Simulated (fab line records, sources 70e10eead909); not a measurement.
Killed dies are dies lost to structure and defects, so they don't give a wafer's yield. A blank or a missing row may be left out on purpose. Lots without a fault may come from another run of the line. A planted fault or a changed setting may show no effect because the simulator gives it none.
Which tool did it? | flow nand_harc | 13 lots, 39 wafers sampled, at 4 steps of a route of 1302

WHAT THE GAUGES READ, wafer by wafer
NHARC_A_ONON_D1_THK_MEAS_21: measures by ellipsometry.
lot  | measured     | on            | thk_nm (nm)
L756 | day 7 23:08  | film_metro-02 | 984 986 985
L758 | day 9 08:44  | film_metro-01 | 1017 1014 1014
L759 | day 9 15:58  | film_metro-02 | 996 997 999
L760 | day 9 16:09  | film_metro-01 | 1006 1006 1007
L764 | day 11 10:31 | film_metro-01 | 989 991 990
L770 | day 14 03:02 | film_metro-01 | 1001 999 998
L771 | day 14 11:30 | film_metro-01 | 987 987 987
L773 | day 15 05:52 | film_metro-01 | 1000 999 1000
L774 | day 15 12:42 | film_metro-01 | 1001 1000 998
L775 | day 15 22:37 | film_metro-01 | 1021 1022 1023
L776 | day 16 11:39 | film_metro-01 | 998 996 997
L777 | day 17 02:52 | film_metro-01 | 999 999 998
L778 | day 17 10:02 | film_metro-02 | 1011 1012 1013

NHARC_A_CHANNEL_HOLE_D1_CD_MEAS_10: target cd 100 nm.
lot  | measured     | on        | cd_nm (nm)
L756 | day 8 07:11  | cd_sem-01 | 100.2 99.3 99.5
L758 | day 9 13:41  | cd_sem-03 | 100.4 100.2 100.0
L759 | day 9 21:05  | cd_sem-01 | 102.8 102.5 103.4
L760 | day 9 23:00  | cd_sem-03 | 102.8 103.3 102.6
L764 | day 11 17:56 | cd_sem-03 | 99.6 100.0 99.2
L770 | day 14 07:53 | cd_sem-01 | 100.6 99.4 99.9
L771 | day 14 20:26 | cd_sem-03 | 99.0 100.1 99.4
L773 | day 15 10:43 | cd_sem-03 | 100.1 99.1 100.1
L774 | day 15 17:42 | cd_sem-02 | 99.5 100.7 100.5
L775 | day 16 05:02 | cd_sem-03 | 100.3 99.4 100.0
L776 | day 16 19:10 | cd_sem-01 | 100.4 100.7 100.4
L777 | day 17 08:19 | cd_sem-02 | 101.2 100.4 99.8
L778 | day 17 15:00 | cd_sem-01 | 99.6 99.9 99.1

WHICH TOOL RAN EACH LOT (tool, then ch and the chambers of the sampled wafers, then the start)
lot  | NHARC_A_ONON_D1_DEP_33          | NHARC_A_CHANNEL_HOLE_D1_PEB_08
L756 | pecvd-01 ch 0,1,2, day 8 00:55  | litho_track-06 ch 0, day 8 07:07
L758 | pecvd-02 ch 0,2, day 9 10:32    | litho_track-06 ch 0, day 9 13:36
L759 | pecvd-01 ch 0,1,2, day 9 17:58  | litho_track-06 ch 0, day 9 21:01
L760 | pecvd-02 ch 0,2, day 9 18:13    | litho_track-06 ch 0, day 9 22:55
L764 | pecvd-02 ch 0,1,2, day 11 12:25 | litho_track-04 ch 0, day 11 17:52
L770 | pecvd-02 ch 0,1,2, day 14 04:50 | litho_track-04 ch 0, day 14 07:49
L771 | pecvd-01 ch 0,1, day 14 13:19   | litho_track-04 ch 0, day 14 20:22
L773 | pecvd-01 ch 1,2, day 15 07:38   | litho_track-04 ch 0, day 15 10:38
L774 | pecvd-04 ch 0,1, day 15 14:31   | litho_track-01 ch 0, day 15 17:37
L775 | pecvd-01 ch 0,1, day 16 00:28   | litho_track-04 ch 0, day 16 04:58
L776 | pecvd-01 ch 0,1,2, day 16 13:28 | litho_track-06 ch 0, day 16 19:06
L777 | pecvd-01 ch 1,2, day 17 04:43   | litho_track-06 ch 0, day 17 08:14
L778 | pecvd-01 ch 0,1, day 17 11:53   | litho_track-01 ch 0, day 17 14:55
- NHARC_A_ONON_D1_DEP_33: deposits SiO2, target thk 200 nm.
- NHARC_A_CHANNEL_HOLE_D1_PEB_08: peb time 65 s.

WHAT THE TOOLS THEMSELVES READ (means of the sampled wafers that have a number; where no wafer has one, the mark that the record gives instead)
NHARC_A_ONON_D1_DEP_33.
lot  | tool     | heater_power_w (W) | rf_fwd_power_W (W) | throttle_valve_pct (%)
L756 | pecvd-01 | 459                | 898.0              | 15.6
L758 | pecvd-02 | 628                | 899.7              | 16.6
L759 | pecvd-01 | 541                | 900.1              | 15.8
L760 | pecvd-02 | 618                | 899.0              | 16.8
L764 | pecvd-02 | 643                | 897.9              | 15.6
L770 | pecvd-02 | 640                | 898.1              | 15.8
L771 | pecvd-01 | 486                | 900.1              | 15.9
L773 | pecvd-01 | 571                | 899.2              | 16.0
L774 | pecvd-04 | 461                | 897.9              | 16.1
L775 | pecvd-01 | 499                | 896.6              | 15.9
L776 | pecvd-01 | 476                | 899.3              | 16.0
L777 | pecvd-01 | 523                | 897.1              | 16.1
L778 | pecvd-01 | 498                | 894.5              | 15.9

THE ANSWER, worked out from the rows above alone
Rule: what is usual is taken from the lots themselves. Put in order of their means at a reading, lots are off if they are a third of the lots or fewer, leave a main group of 4 or more, and stand apart from it by a gap of 3 or more times the standard deviation of the main group's means; of several such gaps the widest counts. A main group whose means are all the same, to the digits that the tables above print for the reading, isn't used. A lot without any number at a reading at which 4 lots or more have one is off too. The other lots that the step has rows for count as sound. The gauges are gone through in route order, then the tools' own readings, and for those a lot's mean is taken as printed above. The first step at which some lot is off is used, and at that step the reading that is off furthest; a lot without a number counts as furthest.
Off: L759, L760, at NHARC_A_CHANNEL_HOLE_D1_CD_MEAS_10 (cd_nm). The main group: mean 99.9 nm, standard deviation 0.35.
A tool fits if, at a process step before that reading, it ran every lot that is off, and no sound lot after the first of them. The gauges at NHARC_A_CHANNEL_HOLE_D1_CD_MEAS_10 are tried like those tools. None of those tried fits.

WHAT THE SIMULATOR HAD PUT IN
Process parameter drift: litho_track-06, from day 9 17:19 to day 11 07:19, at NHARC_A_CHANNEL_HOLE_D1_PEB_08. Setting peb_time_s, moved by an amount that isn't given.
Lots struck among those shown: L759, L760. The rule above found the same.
